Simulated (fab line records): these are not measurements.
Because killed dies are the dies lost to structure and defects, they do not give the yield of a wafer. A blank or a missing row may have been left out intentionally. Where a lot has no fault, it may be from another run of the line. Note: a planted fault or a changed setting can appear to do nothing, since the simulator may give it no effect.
Which of the tools did it? ; flow nandHarc ; Sampling: 12 lots, 35 wafers, 4 of 1302 route steps

WHAT EACH GAUGE READ, for each wafer
The record holds no reading of a measuring or inspecting step that can be judged against a usual standard deviation.

EACH LOT AND THE TOOL THAT RAN IT (in order: tool; ch and the chambers of the sampled wafers; start)
lot;NHARC_A_CHANNEL_HOLE_D1_ETCH_44;NHARC_A_CHANNEL_FILL_D1_ALD_14;NHARC_A_CHANNEL_FILL_D1_ETCHBACK_20;NHARC_A_CHANNEL_FILL_D1_STRIP_28
L248;rieDiel-09 ch 1,2,3, day 8 17:53;aldHk-04 ch 0,3, day 9 02:07;rieDiel-12 ch 0,2,3, day 9 19:13;rieDiel-12 ch 0,1,3, day 9 19:17
L249;rieDiel-07 ch 1,2, day 9 05:32;aldHk-01 ch 0,2,3, day 9 13:43;rieDiel-10 ch 0,2, day 10 06:59;rieDiel-10 ch 0,1,2, day 10 07:05
L253;rieDiel-07 ch 0,3, day 10 20:35;aldHk-04 ch 0,1,3, day 11 04:03;rieDiel-02 ch 1,2,3, day 11 21:20;rieDiel-02 ch 0,1,3, day 11 21:26
L255;rieDiel-07 ch 0,2, day 11 12:34;aldHk-03 ch 0,1,2, day 11 21:17;rieDiel-12 ch 1,2,3, day 12 14:39;rieDiel-12 ch 1,2, day 12 14:44
L256;rieDiel-09 ch 1,2,3, day 12 03:21;aldHk-03 ch 0,3, day 12 11:51;rieDiel-10 ch 0,1, day 13 05:05;rieDiel-10 ch 0,1,2, day 13 05:11
L257;rieDiel-07 ch 0,1,2, day 12 05:44;aldHk-03 ch 0,2, day 12 12:05;rieDiel-12 ch 0,3, day 13 05:05;rieDiel-12 ch 1,3, day 13 05:10
L259;rieDiel-09 ch 2,3, day 13 10:38;aldHk-01 ch 0,3, day 13 19:41;rieDiel-12 ch 0,1,2, day 14 14:49;rieDiel-12 ch 1,3, day 14 14:53
L261;rieDiel-07 ch 1,2,3, day 14 04:13;aldHk-03 ch 1,2,3, day 14 12:26;rieDiel-10 ch 1,2,3, day 15 06:59;rieDiel-10 ch 0,1,3, day 15 07:05
L263;rieDiel-07 ch 0,1,2, day 15 00:47;aldHk-04 ch 1,3, day 15 09:01;rieDiel-02 ch 1,2, day 16 02:50;rieDiel-02 ch 0,1,3, day 16 02:56
L267;rieDiel-07 ch 0,2,3, day 16 13:26;aldHk-04 ch 0,2,3, day 16 21:37;rieDiel-10 ch 0,1,3, day 17 18:10;rieDiel-10 ch 0,2,3, day 17 18:15
L268;rieDiel-07 ch 0,3, day 17 03:49;aldHk-04 ch 0,1,3, day 17 12:40;rieDiel-10 ch 0,2,3, day 18 07:32;rieDiel-10 ch 0,1,3, day 18 07:38
L269;rieDiel-07 ch 1,2, day 17 07:58;aldHk-04 ch 1,3, day 17 16:45;rieDiel-12 ch 1,2, day 18 07:35;rieDiel-12 ch 0,2, day 18 07:40
- NHARC_A_CHANNEL_HOLE_D1_ETCH_44: etches the open film in CF4/O2, target depth 140 nm, overetch 14 nm, time 77 s.
- NHARC_A_CHANNEL_FILL_D1_ALD_14: deposits SiO2, target thk 2.5 nm, pulse time 10 s, ald cycles 25.
- NHARC_A_CHANNEL_FILL_D1_ETCHBACK_20: etches the open film in C4F8/O2/Ar, target depth 27 nm, time 13.5 s.
- NHARC_A_CHANNEL_FILL_D1_STRIP_28: strips in O2, time 20 s.

AS READ BY THE TOOLS THEMSELVES (means over the sampled wafers that have a number; for cases with no such wafer, the mark the record gives instead)
NHARC_A_CHANNEL_HOLE_D1_ETCH_44. Usual: drypumpMotorCurrentA 6.0 A, standard deviation 0.4; oes_ar_750_au 1.000 a.u., standard deviation 0.0045; oesProductAu 0.999 a.u., standard deviation 0.0084; rfVppV 197.9 V, standard deviation 1.4; showerheadPlenumPTorr 1.34 Torr, standard deviation 0.056; throttleValvePct 13.397 %, standard deviation 0.0088.
lot;tool;drypumpMotorCurrentA (A);oes_ar_750_au (a.u.);oesProductAu (a.u.);rfVppV (V);showerheadPlenumPTorr (Torr);throttleValvePct (%);flag
L248;rieDiel-09;6.1;0.997;0.991;199.1;1.40;13.398;
L249;rieDiel-07;6.0;1.002;0.985;197.3;1.31;13.386;
L253;rieDiel-07;6.3;1.001;1.001;197.1;1.33;13.397;
L255;rieDiel-07;5.9;0.997;0.999;198.2;1.33;13.391;
L256;rieDiel-09;6.2;1.000;0.997;198.3;1.40;13.406;
L257;rieDiel-07;6.0;1.004;0.990;197.8;1.30;13.394;
L259;rieDiel-09;6.3;1.006;0.999;199.8;1.41;13.393;
L261;rieDiel-07;6.2;0.999;0.997;197.3;1.31;13.403;
L263;rieDiel-07;5.9;1.002;1.003;197.5;1.30;13.388;
L267;rieDiel-07;6.1;1.004;1.001;198.2;1.33;13.394;
L268;rieDiel-07;6.0;1.001;1.000;197.6;1.32;13.390;
L269;rieDiel-07;6.1;1.003;0.999;195.8;1.29;13.399;

NHARC_A_CHANNEL_FILL_D1_ALD_14. Usual: heaterPowerOuterW 263 W, standard deviation 32; heaterPowerW 477 W, standard deviation 52; precursorPulseHeightRel 1.000, standard deviation 0.019.
lot;tool;heaterPowerOuterW (W);heaterPowerW (W);precursorPulseHeightRel;flag
L248;aldHk-04;269;508;0.981;
L249;aldHk-01;274;511;0.998;
L253;aldHk-04;266;490;0.999;
L255;aldHk-03;258;463;0.989;
L256;aldHk-03;279;478;0.983;
L257;aldHk-03;252;452;1.002;
L259;aldHk-01;307;544;0.999;
L261;aldHk-03;266;480;0.980;
L263;aldHk-04;269;479;1.008;
L267;aldHk-04;239;461;1.002;
L268;aldHk-04;268;494;1.021;
L269;aldHk-04;261;472;1.019;

NHARC_A_CHANNEL_FILL_D1_ETCHBACK_20. Usual: oesProductAu 0.96 a.u., standard deviation 0.036; rfVppV 980 V, standard deviation 6.2.
lot;tool;oesProductAu (a.u.);rfVppV (V);flag
L248;rieDiel-12;0.93;982;
L249;rieDiel-10;0.91;981;
L253;rieDiel-02;0.99;977;
L255;rieDiel-12;1.00;986;
L256;rieDiel-10;1.00;980;
L257;rieDiel-12;1.00;983;
L259;rieDiel-12;0.93;980;
L261;rieDiel-10;0.99;980;
L263;rieDiel-02;0.97;978;
L267;rieDiel-10;0.92;980;
L268;rieDiel-10;0.92;983;
L269;rieDiel-12;0.93;986;

NHARC_A_CHANNEL_FILL_D1_STRIP_28. Usual: drypumpMotorCurrentA 6.1 A, standard deviation 0.46; oesProductAu 0.997 a.u., standard deviation 0.0089; rfVppV 57.9 V, standard deviation 1; showerheadPlenumPTorr 3.57 Torr, standard deviation 0.16; throttleValvePct 17.037 %, standard deviation 0.0095.
lot;tool;drypumpMotorCurrentA (A);oesProductAu (a.u.);rfVppV (V);showerheadPlenumPTorr (Torr);throttleValvePct (%);flag
L248;rieDiel-12;6.5;1.013;58.7;3.59;17.036;
L249;rieDiel-10;6.0;1.002;57.7;3.55;17.036;
L253;rieDiel-02;6.2;0.995;57.9;3.46;17.037;
L255;rieDiel-12;6.1;1.001;58.3;3.70;17.028;
L256;rieDiel-10;6.0;0.998;57.2;3.54;17.046;
L257;rieDiel-12;6.5;1.000;57.9;3.75;17.029;
L259;rieDiel-12;6.5;1.005;59.1;3.72;17.038;
L261;rieDiel-10;5.9;1.001;58.1;3.59;17.030;
L263;rieDiel-02;6.1;0.996;58.2;3.45;17.033;
L267;rieDiel-10;5.9;0.993;57.4;3.66;17.036;
L268;rieDiel-10;5.9;0.995;57.4;3.58;17.048;
L269;rieDiel-12;5.8;0.990;57.4;3.52;17.041;

THE ANSWER, worked out from the rows above alone
Rule: lot off if the mean of its wafers having a number is beyond 3 standard deviations from the usual mean. Also off: a lot with no number at a reading for which 4 or more lots have one. All remaining lots with rows at the step are treated as sound. First the gauges in route order, then the tools' own readings, where a lot's mean is used as printed above. At the first step where some lot is off, the reading lying furthest off is the one used; lots without a number count as furthest.
Across all readings shown, no lot is off: no conclusion can be drawn from this.

WHAT THE SIMULATOR HAD INSERTED
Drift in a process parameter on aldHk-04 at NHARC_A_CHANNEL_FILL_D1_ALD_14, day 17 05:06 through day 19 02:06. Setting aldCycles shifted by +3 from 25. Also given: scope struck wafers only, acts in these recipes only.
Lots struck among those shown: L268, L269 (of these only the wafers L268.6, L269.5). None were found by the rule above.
